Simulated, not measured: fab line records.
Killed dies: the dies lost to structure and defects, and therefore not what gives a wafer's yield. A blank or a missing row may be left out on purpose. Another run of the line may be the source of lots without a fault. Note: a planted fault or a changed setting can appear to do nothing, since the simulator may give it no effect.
fab line records ; flow n5Finfet
record lots=24; wafers=72; lastDay=18
route steps=1938 shown BEOL_M0@742 BEOL_M1@788
lots that met no fault: from a run of the same line without faults
startH: the number of hours between the record's first day and the start of the first shown wafer of the lot ; waitH: hours since the lot's step before ; " the same as in the row above ; L1.1+2: a single row standing in for several wafers ; - no value, or no start was given ; * or withheld: withheld ; < > ~ a bound
route shown NAME@n: a module of which the file shows steps, and the number in the route of the first ; usual: mean/standard deviation of fault-free wafers ; same: alike in all rows ; chamber/n: place in a boat ; sites: the reading at each site ; _std_site: standard deviation across them ; _edge_site: mean of outer sites minus mean of inner sites ; radiusMm: how far each site lies from the wafer's centre ; mask NAME#n: copy n ; behind: the tool/chamber that last shaped the wafer ; hold: cause of the lot's hold/its duration in hours/its outcome ; device: names the non-switching transistor (n, p or np) ; end of line: the tests these same wafers got at the end of their route ; a step without rows: its recipe alone ; killed: not the wafer's yield, but the dies lost to structure and defects at the first sort ; map: a wafer's dies, marking killed ones x, the rest . and places with no die _
set.NAME: setting as actually run; set.NAME@STEP: the setting as run at that earlier step ; model.NAME: the simulator's own value behind a step, which no gauge read
one table for each step of the route and one row for each wafer, over a sample of lots
services: when a tool's chamber went out of use (startH, in hours from the record's first day, below 0 if earlier), for how many hours, and the reason
## steps
# step N5_BEOL_M0_ANNEAL_119
# recipe tempC=225; timeS=90; ambient=N2
# usual wafer_temp_C_max=225.92/0.24
lot.wafer;tool;chamber;startH;waitH;wafer_temp_C_max
L074.3;rtpAnneal-02;0;118.61;0.1;225.73
L074.4;rtpAnneal-02;0;118.61;0.1;225.50
L074.6;rtpAnneal-02;0;118.61;0.1;225.59
L075.1;rtpAnneal-02;0;127.68;0.1;225.84
L075.3;rtpAnneal-02;0;127.68;0.1;225.83
L075.5;rtpAnneal-02;0;127.68;0.1;226.26
L076.3;rtpAnneal-01;0;133.29;0.2;225.65
L076.5;rtpAnneal-01;0;133.29;0.2;226.19
L076.6;rtpAnneal-01;0;133.29;0.2;226.04
L077.1;rtpAnneal-01;0;143.73;0.1;225.75
L077.2;rtpAnneal-01;0;143.73;0.1;226.08
L077.6;rtpAnneal-01;0;143.73;0.1;225.59
L078.3;rtpAnneal-02;0;146.25;0.1;225.80
L078.5;rtpAnneal-02;0;146.25;0.1;225.93
L078.6;rtpAnneal-02;0;146.25;0.1;225.88
L079.2;rtpAnneal-01;0;154.18;0.5;226.14
L079.3;rtpAnneal-01;0;154.18;0.5;225.99
L079.6;rtpAnneal-01;0;154.18;0.5;226.01
L080.1;rtpAnneal-02;0;161.12;0.1;225.51
L080.2;rtpAnneal-02;0;161.12;0.1;225.28
L080.3;rtpAnneal-02;0;161.12;0.1;225.56
L081.1;rtpAnneal-01;0;165.08;0.1;225.85
L081.3;rtpAnneal-01;0;165.08;0.1;225.80
L081.6;rtpAnneal-01;0;165.08;0.1;225.83
L082.4;rtpAnneal-02;0;166.75;0.2;225.76
L082.5;rtpAnneal-02;0;166.75;0.2;225.72
L082.6;rtpAnneal-02;0;166.75;0.2;225.47
L083.3;rtpAnneal-01;0;174.45;0.1;226.00
L083.4;rtpAnneal-01;0;174.45;0.1;225.57
L083.6;rtpAnneal-01;0;174.45;0.1;226.05
L084.1;rtpAnneal-01;0;182.46;0.1;225.75
L084.4;rtpAnneal-01;0;182.46;0.1;225.96
L084.6;rtpAnneal-01;0;182.46;0.1;225.56
L085.2;rtpAnneal-02;0;188.58;0.1;225.83
L085.3;rtpAnneal-02;0;188.58;0.1;225.69
L085.4;rtpAnneal-02;0;188.58;0.1;225.75
L086.1;rtpAnneal-01;0;194.45;0.1;226.14
L086.2;rtpAnneal-01;0;194.45;0.1;226.02
L086.3;rtpAnneal-01;0;194.45;0.1;225.72
L087.1;rtpAnneal-02;0;199.76;0.1;225.77
L087.4;rtpAnneal-02;0;199.76;0.1;225.66
L087.5;rtpAnneal-02;0;199.76;0.1;225.86
L088.1;rtpAnneal-01;0;205.49;0.1;226.05
L088.3;rtpAnneal-01;0;205.49;0.1;225.71
L088.6;rtpAnneal-01;0;205.49;0.1;225.92
L089.3;rtpAnneal-01;0;207.86;0.1;226.37
L089.4;rtpAnneal-01;0;207.86;0.1;226.05
L089.6;rtpAnneal-01;0;207.86;0.1;226.24
L090.2;rtpAnneal-01;0;215.75;1.1;226.23
L090.4;rtpAnneal-01;0;215.75;1.1;225.63
L090.6;rtpAnneal-01;0;215.75;1.1;225.96
L093.2;rtpAnneal-02;0;232.20;0.3;225.87
L093.4;rtpAnneal-02;0;232.20;0.3;226.09
L093.5;rtpAnneal-02;0;232.20;0.3;225.80
L091.2;rtpAnneal-01;0;234.40;0.1;226.01
L091.4;rtpAnneal-01;0;234.40;0.1;226.32
L091.5;rtpAnneal-01;0;234.40;0.1;226.36
L094.3;rtpAnneal-01;0;241.68;0.3;226.21
L094.4;rtpAnneal-01;0;241.68;0.3;225.78
L094.5;rtpAnneal-01;0;241.68;0.3;226.50
L092.1;rtpAnneal-02;0;244.91;0.6;225.86
L092.2;rtpAnneal-02;0;244.91;0.6;225.78
L092.5;rtpAnneal-02;0;244.91;0.6;225.89
L095.2;rtpAnneal-01;0;246.26;0.2;226.17
L095.3;rtpAnneal-01;0;246.26;0.2;226.34
L095.5;rtpAnneal-01;0;246.26;0.2;226.19
L096.2;rtpAnneal-02;0;252.00;0.1;225.82
L096.4;rtpAnneal-02;0;252.00;0.1;225.95
L096.6;rtpAnneal-02;0;252.00;0.1;225.97
L097.2;rtpAnneal-02;0;259.07;0.1;225.97
L097.3;rtpAnneal-02;0;259.07;0.1;226.09
L097.5;rtpAnneal-02;0;259.07;0.1;225.72
# step N5_BEOL_M0_CMP_120
# recipe stopOn=SiOC; tOverpolishS=6.9; downForcePsi=1; platenRpm=50; clearingPlatenDownForcePsi=1.5; clearingPlatenRpm=50; postCmpClean=cuAlkaline; clearingPlatenPadVelocityMS=0.99484; padVelocityMS=0.99484
# usual barrierFieldEndpointS=3.66/0.13; motorCurrentA=6.1/0.52; overpolishRunS=6.901/0.0094; padLifeWafers=1250/380; timeToEndpointS=63/3.4
lot.wafer;tool;chamber;startH;waitH;barrierFieldEndpointS;motorCurrentA;overpolishRunS;padLifeWafers;timeToEndpointS
L074.4;cmp-01;1;119.26;0.6;3.47;6.9;6.895;650;63
L074.3;cmp-01;2;119.26;0.6;3.68;5.2;6.903;651;64
L074.6;cmp-01;3;119.26;0.6;3.43;6.1;6.894;-;58
L075.3;cmp-01;3;128.13;0.3;3.66;5.8;6.914;794;61
L075.1;cmp-01;0;128.13;0.3;3.46;6.4;6.896;795;60
L075.5;cmp-01;1;128.13;0.3;3.53;6.8;6.893;-;61
L076.3;cmp-01;2;133.62;0.3;3.64;5.8;6.893;837;64
L076.5;cmp-01;3;133.62;0.3;3.64;6.1;6.899;-;59
L076.6;cmp-01;0;133.62;0.3;3.56;6.0;6.894;-;60
L077.2;cmp-04;2;144.02;0.2;3.53;5.6;6.903;882;61
L077.1;cmp-04;1;144.02;0.2;3.57;6.8;6.899;885;58
L077.6;cmp-04;2;144.02;0.2;3.50;5.6;6.902;-;63
L078.3;cmp-04;0;146.45;0.2;3.80;5.9;6.895;912;63
L078.5;cmp-04;0;146.45;0.2;3.65;5.7;6.905;-;64
L078.6;cmp-04;1;146.45;0.2;3.90;6.8;6.915;-;61
L079.3;cmp-04;1;154.43;0.2;3.63;6.8;6.888;972;64
L079.2;cmp-04;3;154.43;0.2;3.61;5.4;6.893;974;63
L079.6;cmp-04;2;154.43;0.2;3.66;5.6;6.888;-;64
L080.2;cmp-01;0;161.43;0.2;3.65;6.2;6.897;1086;60
L080.1;cmp-01;1;161.43;0.2;3.64;7.1;6.906;1087;60
L080.3;cmp-01;2;161.43;0.2;3.61;5.7;6.894;1088;65
L081.1;cmp-04;3;165.42;0.3;3.80;5.8;6.919;1057;60
L081.3;cmp-04;1;165.42;0.3;3.86;6.7;6.891;1059;59
L081.6;cmp-04;2;165.42;0.3;3.91;5.4;6.902;-;63
L082.4;cmp-02;3;167.04;0.2;3.60;6.1;6.917;1743;62
L082.5;cmp-02;0;167.04;0.2;3.52;6.7;6.911;-;61
L082.6;cmp-02;1;167.04;0.2;3.59;5.9;6.910;-;64
L083.3;cmp-04;2;174.71;0.2;3.52;5.7;6.917;1123;63
L083.4;cmp-04;3;174.71;0.2;3.73;5.7;6.896;1124;61
L083.6;cmp-04;2;174.71;0.2;3.69;5.4;6.904;-;63
L084.4;cmp-04;2;182.75;0.1;3.79;5.7;6.897;1140;66
L084.1;cmp-04;1;182.75;0.1;3.73;6.7;6.891;1143;61
L084.6;cmp-04;2;182.75;0.1;4.01;5.7;6.898;-;66
L085.4;cmp-04;0;188.84;0.1;3.78;6.1;6.907;1188;63
L085.2;cmp-04;1;188.84;0.1;3.62;6.9;6.912;1189;60
L085.3;cmp-04;3;188.84;0.1;3.63;5.8;6.897;1191;58
L086.2;cmp-04;2;194.75;0.2;3.77;5.7;6.910;1248;67
L086.3;cmp-04;3;194.75;0.2;3.69;5.6;6.898;1249;64
L086.1;cmp-04;0;194.75;0.2;3.79;5.8;6.890;1250;68
L087.1;cmp-01;2;200.10;0.3;3.75;5.6;6.878;1387;66
L087.4;cmp-01;3;200.10;0.3;3.58;6.4;6.911;1388;60
L087.5;cmp-01;2;200.10;0.3;3.86;5.6;6.888;-;67
L088.1;cmp-04;3;205.86;0.3;3.86;6.1;6.893;1364;65
L088.3;cmp-04;0;205.86;0.3;3.84;6.1;6.892;1365;69
L088.6;cmp-04;2;205.86;0.3;3.90;5.8;6.908;-;67
L089.4;cmp-04;0;208.07;0.1;3.62;5.6;6.892;1398;70
L089.3;cmp-04;1;208.07;0.1;3.62;6.8;6.923;1399;64
L089.6;cmp-04;1;208.07;0.1;3.56;6.6;6.894;-;65
L090.2;cmp-04;1;216.01;0.2;3.72;6.7;6.889;1458;63
L090.4;cmp-04;2;216.01;0.2;3.79;5.5;6.889;1459;69
L090.6;cmp-04;1;216.01;0.2;3.80;6.8;6.898;-;65
L093.2;cmp-04;1;232.53;0.3;3.48;6.7;6.904;1616;64
L093.4;cmp-04;2;232.53;0.3;3.78;5.5;6.885;1617;70
L093.5;cmp-04;0;232.53;0.3;3.60;6.4;6.883;-;69
L091.4;cmp-04;1;234.65;0.1;3.53;6.6;6.901;1632;63
L091.2;cmp-04;0;234.65;0.1;3.59;6.0;6.906;1635;69
L091.5;cmp-04;2;234.65;0.1;3.50;5.5;6.921;-;68
L094.3;cmp-02;2;242.12;0.3;3.48;6.7;6.920;427;59
L094.4;cmp-02;3;242.12;0.3;3.76;6.2;6.904;428;63
L094.5;cmp-02;2;242.12;0.3;3.70;6.4;6.896;-;61
L092.2;cmp-04;1;245.28;0.3;3.79;7.1;6.902;1730;64
L092.1;cmp-04;2;245.28;0.3;3.91;5.3;6.893;1731;69
L092.5;cmp-04;0;245.28;0.3;3.81;6.1;6.891;-;71
L095.2;cmp-04;1;246.79;0.4;3.58;6.5;6.901;1741;56
L095.3;cmp-04;2;246.79;0.4;3.54;5.7;6.901;1742;61
L095.5;cmp-04;0;246.79;0.4;3.54;5.9;6.888;-;60
L096.2;cmp-04;0;252.27;0.2;3.54;5.8;6.897;1782;65
L096.4;cmp-04;1;252.27;0.2;3.53;6.6;6.911;1783;62
L096.6;cmp-04;1;252.27;0.2;3.58;6.4;6.918;-;61
L097.3;cmp-04;0;259.36;0.2;3.61;5.8;6.902;1825;71
L097.2;cmp-04;2;259.36;0.2;3.56;5.7;6.905;1827;66
L097.5;cmp-04;3;259.36;0.2;3.48;5.8;6.922;-;65
# step N5_BEOL_M1_INSPECT_30
# recipe mode=adi; inspectInstrument=brightfield
# usual rawDefectCount=434/89
lot.wafer;tool;chamber;startH;waitH;rawDefectCount
L074.3;defectInspect-01;-;121.62;0.0;548
L074.4;defectInspect-01;-;121.62;0.0;556
L074.6;defectInspect-01;-;121.62;0.0;576
L075.1;defectInspect-02;-;133.32;0.1;469
L075.3;defectInspect-02;-;133.32;0.1;328
L075.5;defectInspect-02;-;133.32;0.1;465
L076.3;defectInspect-02;-;137.72;0.0;402
L076.5;defectInspect-02;-;137.72;0.0;344
L076.6;defectInspect-02;-;137.72;0.0;412
L077.1;defectInspect-02;-;146.51;0.1;529
L077.2;defectInspect-02;-;146.51;0.1;533
L077.6;defectInspect-02;-;146.51;0.1;699
L078.3;defectInspect-01;-;150.30;0.0;324
L078.5;defectInspect-01;-;150.30;0.0;433
L078.6;defectInspect-01;-;150.30;0.0;629
L079.2;defectInspect-02;-;158.68;0.0;430
L079.3;defectInspect-02;-;158.68;0.0;392
L079.6;defectInspect-02;-;158.68;0.0;332
L080.1;defectInspect-02;-;165.84;0.1;296
L080.2;defectInspect-02;-;165.84;0.1;373
L080.3;defectInspect-02;-;165.84;0.1;287
L081.1;defectInspect-02;-;170.37;0.1;463
L081.3;defectInspect-02;-;170.37;0.1;398
L081.6;defectInspect-02;-;170.37;0.1;342
L082.4;defectInspect-02;-;170.71;0.0;405
L082.5;defectInspect-02;-;170.71;0.0;327
L082.6;defectInspect-02;-;170.71;0.0;458
L083.3;defectInspect-02;-;177.61;0.0;598
L083.4;defectInspect-02;-;177.61;0.0;646
L083.6;defectInspect-02;-;177.61;0.0;455
L084.1;defectInspect-01;-;187.00;0.1;365
L084.4;defectInspect-01;-;187.00;0.1;346
L084.6;defectInspect-01;-;187.00;0.1;418
L085.2;defectInspect-02;-;193.45;0.0;522
L085.3;defectInspect-02;-;193.45;0.0;348
L085.4;defectInspect-02;-;193.45;0.0;585
L086.1;defectInspect-01;-;198.39;0.1;543
L086.2;defectInspect-01;-;198.39;0.1;442
L086.3;defectInspect-01;-;198.39;0.1;334
L087.1;defectInspect-01;-;203.10;0.1;431
L087.4;defectInspect-01;-;203.10;0.1;350
L087.5;defectInspect-01;-;203.10;0.1;454
L088.1;defectInspect-02;-;208.26;0.1;332
L088.3;defectInspect-02;-;208.26;0.1;399
L088.6;defectInspect-02;-;208.26;0.1;294
L089.3;defectInspect-02;-;211.49;0.0;449
L089.4;defectInspect-02;-;211.49;0.0;587
L089.6;defectInspect-02;-;211.49;0.0;537
L090.2;defectInspect-01;-;218.86;0.0;514
L090.4;defectInspect-01;-;218.86;0.0;581
L090.6;defectInspect-01;-;218.86;0.0;572
L093.2;defectInspect-01;-;235.60;0.0;487
L093.4;defectInspect-01;-;235.60;0.0;460
L093.5;defectInspect-01;-;235.60;0.0;404
L091.2;defectInspect-02;-;238.89;0.0;466
L091.4;defectInspect-02;-;238.89;0.0;426
L091.5;defectInspect-02;-;238.89;0.0;363
L094.3;defectInspect-01;-;245.55;0.0;448
L094.4;defectInspect-01;-;245.55;0.0;653
L094.5;defectInspect-01;-;245.55;0.0;418
L092.1;defectInspect-01;-;247.81;0.1;362
L092.2;defectInspect-01;-;247.81;0.1;395
L092.5;defectInspect-01;-;247.81;0.1;415
L095.2;defectInspect-02;-;251.56;0.0;425
L095.3;defectInspect-02;-;251.56;0.0;393
L095.5;defectInspect-02;-;251.56;0.0;589
L096.2;defectInspect-02;-;255.80;0.0;379
L096.4;defectInspect-02;-;255.80;0.0;368
L096.6;defectInspect-02;-;255.80;0.0;474
L097.2;defectInspect-02;-;264.02;0.0;360
L097.3;defectInspect-02;-;264.02;0.0;386
L097.5;defectInspect-02;-;264.02;0.0;315
# step N5_BEOL_M1_ANNEAL_80
# recipe tempC=400; timeS=240; ambient=vacuum
# usual heaterPowerW=820/73
lot.wafer;tool;chamber;startH;waitH;heaterPowerW
L074.3;pvdSputter-03;-;124.76;0.0;1022
L074.4;pvdSputter-03;-;124.76;0.0;759
L074.6;pvdSputter-03;-;124.76;0.0;745
L075.1;pvdSputter-03;-;137.74;0.0;748
L075.3;pvdSputter-03;-;137.74;0.0;1017
L075.5;pvdSputter-03;-;137.74;0.0;883
L076.3;pvdSputter-01;-;149.10;0.0;805
L076.5;pvdSputter-01;-;149.10;0.0;876
L076.6;pvdSputter-01;-;149.10;0.0;857
L077.1;pvdSputter-02;-;151.76;0.0;812
L077.2;pvdSputter-02;-;151.76;0.0;780
L077.6;pvdSputter-02;-;151.76;0.0;790
L078.3;pvdSputter-02;-;160.50;0.0;841
L078.5;pvdSputter-02;-;160.50;0.0;846
L078.6;pvdSputter-02;-;160.50;0.0;815
L079.2;pvdSputter-01;-;176.76;0.0;854
L079.3;pvdSputter-01;-;176.76;0.0;778
L079.6;pvdSputter-01;-;176.76;0.0;856
L080.1;pvdSputter-03;-;177.15;0.0;885
L080.2;pvdSputter-03;-;177.15;0.0;1036
L080.3;pvdSputter-03;-;177.15;0.0;770
L081.1;pvdSputter-02;-;177.88;0.0;796
L081.3;pvdSputter-02;-;177.88;0.0;857
L081.6;pvdSputter-02;-;177.88;0.0;862
L082.4;pvdSputter-02;-;180.62;0.0;857
L082.5;pvdSputter-02;-;180.62;0.0;812
L082.6;pvdSputter-02;-;180.62;0.0;786
L083.3;pvdSputter-01;-;183.68;0.0;781
L083.4;pvdSputter-01;-;183.68;0.0;898
L083.6;pvdSputter-01;-;183.68;0.0;880
L084.1;pvdSputter-01;-;193.65;0.0;761
L084.4;pvdSputter-01;-;193.65;0.0;809
L084.6;pvdSputter-01;-;193.65;0.0;799
L085.2;pvdSputter-01;-;195.95;0.0;743
L085.3;pvdSputter-01;-;195.95;0.0;888
L085.4;pvdSputter-01;-;195.95;0.0;787
L086.1;pvdSputter-01;-;210.29;0.0;782
L086.2;pvdSputter-01;-;210.29;0.0;870
L086.3;pvdSputter-01;-;210.29;0.0;878
L087.1;pvdSputter-01;-;212.13;0.0;752
L087.4;pvdSputter-01;-;212.13;0.0;878
L087.5;pvdSputter-01;-;212.13;0.0;865
L088.1;pvdSputter-03;-;216.76;0.0;760
L088.3;pvdSputter-03;-;216.76;0.0;771
L088.6;pvdSputter-03;-;216.76;0.0;766
L089.3;pvdSputter-03;-;220.86;0.0;761
L089.4;pvdSputter-03;-;220.86;0.0;1019
L089.6;pvdSputter-03;-;220.86;0.0;788
L090.2;pvdSputter-01;-;222.28;0.0;876
L090.4;pvdSputter-01;-;222.28;0.0;757
L090.6;pvdSputter-01;-;222.28;0.0;891
L093.2;pvdSputter-02;-;238.95;0.0;825
L093.4;pvdSputter-02;-;238.95;0.0;710
L093.5;pvdSputter-02;-;238.95;0.0;700
L091.2;pvdSputter-02;-;247.15;0.0;708
L091.4;pvdSputter-02;-;247.15;0.0;854
L091.5;pvdSputter-02;-;247.15;0.0;828
L094.3;pvdSputter-02;-;249.29;0.0;780
L094.4;pvdSputter-02;-;249.29;0.0;708
L094.5;pvdSputter-02;-;249.29;0.0;703
L095.2;pvdSputter-01;-;260.51;0.0;887
L095.3;pvdSputter-01;-;260.51;0.0;849
L095.5;pvdSputter-01;-;260.51;0.0;868
L092.1;pvdSputter-03;-;260.76;0.0;1021
L092.2;pvdSputter-03;-;260.76;0.0;782
L092.5;pvdSputter-03;-;260.76;0.0;790
L096.2;pvdSputter-01;-;263.18;0.0;747
L096.4;pvdSputter-01;-;263.18;0.0;876
L096.6;pvdSputter-01;-;263.18;0.0;879
L097.2;pvdSputter-01;-;267.92;0.0;876
L097.3;pvdSputter-01;-;267.92;0.0;789
L097.5;pvdSputter-01;-;267.92;0.0;866
# step N5_BEOL_M1_ANNEAL_82
# recipe tempC=400; timeS=240; ambient=vacuum
# usual heaterPowerW=819/74
lot.wafer;tool;chamber;startH;waitH;heaterPowerW
L074.3;pvdSputter-03;-;124.98;0.0;1011
L074.4;pvdSputter-03;-;124.98;0.0;760
L074.6;pvdSputter-03;-;124.98;0.0;758
L075.1;pvdSputter-03;-;139.77;0.0;746
L075.3;pvdSputter-03;-;139.77;0.0;1010
L075.5;pvdSputter-03;-;139.77;0.0;859
L076.3;pvdSputter-01;-;149.32;0.0;778
L076.5;pvdSputter-01;-;149.32;0.0;911
L076.6;pvdSputter-01;-;149.32;0.0;833
L077.1;pvdSputter-02;-;151.98;0.0;869
L077.2;pvdSputter-02;-;151.98;0.0;768
L077.6;pvdSputter-02;-;151.98;0.0;790
L078.3;pvdSputter-02;-;160.72;0.0;823
L078.5;pvdSputter-02;-;160.72;0.0;859
L078.6;pvdSputter-02;-;160.72;0.0;823
L079.2;pvdSputter-01;-;176.98;0.0;849
L079.3;pvdSputter-01;-;176.98;0.0;793
L079.6;pvdSputter-01;-;176.98;0.0;830
L080.1;pvdSputter-03;-;177.37;0.0;877
L080.2;pvdSputter-03;-;177.37;0.0;1018
L080.3;pvdSputter-03;-;177.37;0.0;773
L081.1;pvdSputter-02;-;178.10;0.0;778
L081.3;pvdSputter-02;-;178.10;0.0;851
L081.6;pvdSputter-02;-;178.10;0.0;871
L082.4;pvdSputter-02;-;180.84;0.0;814
L082.5;pvdSputter-02;-;180.84;0.0;823
L082.6;pvdSputter-02;-;180.84;0.0;780
L083.3;pvdSputter-01;-;183.90;0.0;793
L083.4;pvdSputter-01;-;183.90;0.0;910
L083.6;pvdSputter-01;-;183.90;0.0;909
L084.1;pvdSputter-01;-;193.87;0.0;764
L084.4;pvdSputter-01;-;193.87;0.0;778
L084.6;pvdSputter-01;-;193.87;0.0;769
L085.2;pvdSputter-01;-;196.17;0.0;761
L085.3;pvdSputter-01;-;196.17;0.0;887
L085.4;pvdSputter-01;-;196.17;0.0;795
L086.1;pvdSputter-01;-;210.51;0.0;794
L086.2;pvdSputter-01;-;210.51;0.0;819
L086.3;pvdSputter-01;-;210.51;0.0;879
L087.1;pvdSputter-01;-;212.35;0.0;755
L087.4;pvdSputter-01;-;212.35;0.0;865
L087.5;pvdSputter-01;-;212.35;0.0;842
L088.1;pvdSputter-03;-;216.98;0.0;751
L088.3;pvdSputter-03;-;216.98;0.0;785
L088.6;pvdSputter-03;-;216.98;0.0;746
L089.3;pvdSputter-03;-;221.08;0.0;746
L089.4;pvdSputter-03;-;221.08;0.0;994
L089.6;pvdSputter-03;-;221.08;0.0;764
L090.2;pvdSputter-01;-;222.50;0.0;906
L090.4;pvdSputter-01;-;222.50;0.0;729
L090.6;pvdSputter-01;-;222.50;0.0;877
L093.2;pvdSputter-02;-;239.17;0.0;822
L093.4;pvdSputter-02;-;239.17;0.0;721
L093.5;pvdSputter-02;-;239.17;0.0;725
L091.2;pvdSputter-02;-;247.37;0.0;713
L091.4;pvdSputter-02;-;247.37;0.0;859
L091.5;pvdSputter-02;-;247.37;0.0;857
L094.3;pvdSputter-02;-;249.51;0.0;797
L094.4;pvdSputter-02;-;249.51;0.0;719
L094.5;pvdSputter-02;-;249.51;0.0;711
L095.2;pvdSputter-01;-;260.73;0.0;904
L095.3;pvdSputter-01;-;260.73;0.0;843
L095.5;pvdSputter-01;-;260.73;0.0;857
L092.1;pvdSputter-03;-;260.98;0.0;1002
L092.2;pvdSputter-03;-;260.98;0.0;784
L092.5;pvdSputter-03;-;260.98;0.0;778
L096.2;pvdSputter-01;-;263.40;0.0;744
L096.4;pvdSputter-01;-;263.40;0.0;870
L096.6;pvdSputter-01;-;263.40;0.0;857
L097.2;pvdSputter-01;-;268.14;0.0;874
L097.3;pvdSputter-01;-;268.14;0.0;809
L097.5;pvdSputter-01;-;268.14;0.0;852
# step N5_BEOL_M1_ANNEAL_89
# recipe tempC=400; timeS=240; ambient=vacuum
# usual heaterPowerW=820/75
lot.wafer;tool;chamber;startH;waitH;heaterPowerW
L074.3;pvdSputter-03;-;125.42;0.0;1041
L074.4;pvdSputter-03;-;125.42;0.0;770
L074.6;pvdSputter-03;-;125.42;0.0;762
L075.1;pvdSputter-03;-;140.21;0.0;758
L075.3;pvdSputter-03;-;140.21;0.0;996
L075.5;pvdSputter-03;-;140.21;0.0;896
L076.3;pvdSputter-01;-;149.76;0.0;782
L076.5;pvdSputter-01;-;149.76;0.0;888
L076.6;pvdSputter-01;-;149.76;0.0;858
L077.1;pvdSputter-02;-;152.42;0.0;840
L077.2;pvdSputter-02;-;152.42;0.0;784
L077.6;pvdSputter-02;-;152.42;0.0;790
L078.3;pvdSputter-02;-;161.16;0.0;842
L078.5;pvdSputter-02;-;161.16;0.0;858
L078.6;pvdSputter-02;-;161.16;0.0;807
L079.2;pvdSputter-01;-;177.42;0.0;867
L079.3;pvdSputter-01;-;177.42;0.0;792
L079.6;pvdSputter-01;-;177.42;0.0;836
L080.1;pvdSputter-03;-;177.81;0.0;889
L080.2;pvdSputter-03;-;177.81;0.0;997
L080.3;pvdSputter-03;-;177.81;0.0;766
L081.1;pvdSputter-02;-;178.54;0.0;796
L081.3;pvdSputter-02;-;178.54;0.0;855
L081.6;pvdSputter-02;-;178.54;0.0;855
L082.4;pvdSputter-02;-;181.28;0.0;838
L082.5;pvdSputter-02;-;181.28;0.0;819
L082.6;pvdSputter-02;-;181.28;0.0;805
L083.3;pvdSputter-01;-;184.34;0.0;785
L083.4;pvdSputter-01;-;184.34;0.0;913
L083.6;pvdSputter-01;-;184.34;0.0;891
L084.1;pvdSputter-01;-;194.31;0.0;756
L084.4;pvdSputter-01;-;194.31;0.0;781
L084.6;pvdSputter-01;-;194.31;0.0;773
L085.2;pvdSputter-01;-;196.61;0.0;740
L085.3;pvdSputter-01;-;196.61;0.0;896
L085.4;pvdSputter-01;-;196.61;0.0;797
L086.1;pvdSputter-01;-;210.95;0.0;777
L086.2;pvdSputter-01;-;210.95;0.0;858
L086.3;pvdSputter-01;-;210.95;0.0;898
L087.1;pvdSputter-01;-;212.79;0.0;739
L087.4;pvdSputter-01;-;212.79;0.0;884
L087.5;pvdSputter-01;-;212.79;0.0;871
L088.1;pvdSputter-03;-;217.42;0.0;754
L088.3;pvdSputter-03;-;217.42;0.0;771
L088.6;pvdSputter-03;-;217.42;0.0;742
L089.3;pvdSputter-03;-;221.52;0.0;753
L089.4;pvdSputter-03;-;221.52;0.0;1032
L089.6;pvdSputter-03;-;221.52;0.0;791
L090.2;pvdSputter-01;-;222.94;0.0;864
L090.4;pvdSputter-01;-;222.94;0.0;747
L090.6;pvdSputter-01;-;222.94;0.0;889
L093.2;pvdSputter-02;-;239.61;0.0;824
L093.4;pvdSputter-02;-;239.61;0.0;716
L093.5;pvdSputter-02;-;239.61;0.0;703
L091.2;pvdSputter-02;-;247.81;0.0;712
L091.4;pvdSputter-02;-;247.81;0.0;876
L091.5;pvdSputter-02;-;247.81;0.0;858
L094.3;pvdSputter-02;-;249.95;0.0;773
L094.4;pvdSputter-02;-;249.95;0.0;698
L094.5;pvdSputter-02;-;249.95;0.0;720
L095.2;pvdSputter-01;-;261.17;0.0;877
L095.3;pvdSputter-01;-;261.17;0.0;850
L095.5;pvdSputter-01;-;261.17;0.0;888
L092.1;pvdSputter-03;-;261.42;0.0;1012
L092.2;pvdSputter-03;-;261.42;0.0;777
L092.5;pvdSputter-03;-;261.42;0.0;772
L096.2;pvdSputter-01;-;263.84;0.0;741
L096.4;pvdSputter-01;-;263.84;0.0;887
L096.6;pvdSputter-01;-;263.84;0.0;898
L097.2;pvdSputter-01;-;268.58;0.0;873
L097.3;pvdSputter-01;-;268.58;0.0;778
L097.5;pvdSputter-01;-;268.58;0.0;866
## services
tool;chamber;startH;hours;kind
cmp-02;-;105.81;4.1;pm
cmp-04;-;110.33;19.3;pm
cmp-02;-;117.55;6.2;pm
rtpAnneal-02;-;144.60;0.8;pm
cmp-04;-;174.90;6.6;pm
cmp-01;-;192.95;5.0;pm
cmp-02;-;197.13;4.0;pm
cmp-02;-;201.13;-;consumableReplace:conditioner
cmp-02;-;201.13;-;consumableReplace:pad
cmp-01;-;208.40;13.1;pm
cmp-02;-;216.47;0.3;repair
cmp-01;-;228.56;6.6;pm
cmp-01;-;263.20;0.5;repair
## key
fault none
